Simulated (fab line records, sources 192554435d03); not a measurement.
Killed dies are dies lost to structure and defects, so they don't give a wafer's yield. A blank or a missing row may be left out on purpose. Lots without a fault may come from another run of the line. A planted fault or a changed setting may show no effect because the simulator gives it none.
Chamber matching | flow n5_finfet | N5_BEOL_M7_DEP_56 on pecvd-02: 3 sister chambers
The step deposits SiCN from 3MS/NH3, target thk 10 nm, time 17.5 s. 6 wafers are shown with their chamber, then 9 later ones without.

WAFERS WITH THEIR CHAMBER
wafer  | chamber | throttle_valve_pct (%) | showerhead_plenum_p_Torr (Torr)
L080.5 | 0       | 8.4                    | 3.670
L080.6 | 1       | 9.7                    | 3.678
L082.4 | 1       | 9.6                    | 3.682
L085.2 | 0       | 8.7                    | 3.676
L085.3 | 2       | 9.9                    | 3.646
L085.4 | 2       | 9.6                    | 3.642

WAFERS WITHOUT THEIR CHAMBER
wafer  | throttle_valve_pct (%) | showerhead_plenum_p_Torr (Torr)
L088.1 | 9.7                    | 3.655
L088.2 | 8.7                    | 3.676
L088.3 | 9.6                    | 3.682
L088.4 | 8.7                    | 3.671
L088.5 | 9.6                    | 3.649
L088.6 | 10.0                   | 3.673
L090.2 | 9.7                    | 3.674
L090.3 | 9.9                    | 3.644
L090.5 | 9.6                    | 3.642

WHICH CHAMBER EACH WENT THROUGH
wafer  | from the rows above | in truth
L088.1 | 2                   | 2
L088.2 | 0                   | 0
L088.3 | 1                   | 1
L088.4 | 0                   | 0
L088.5 | 2                   | 2
L088.6 | 1                   | 1
L090.2 | 1                   | 1
L090.3 | 2                   | 2
L090.5 | 2                   | 2
Placed correctly: 9 of 9. Can't be placed from these rows: 0. Placed wrongly: 0.
How it was worked out, from the rows above alone: a wafer's distance from a chamber is the root of the sum, over the readings, of the square of ((its reading less the chamber's mean) divided by the reading's scatter). The wafer belongs to the nearest chamber; if the next one is less than 2 further off, it can't be placed. A chamber's mean is the mean of its shown wafers. The scatter: the root of (the sum of the squares of (reading less its chamber's mean) over the shown wafers, divided by (wafers less chambers)).
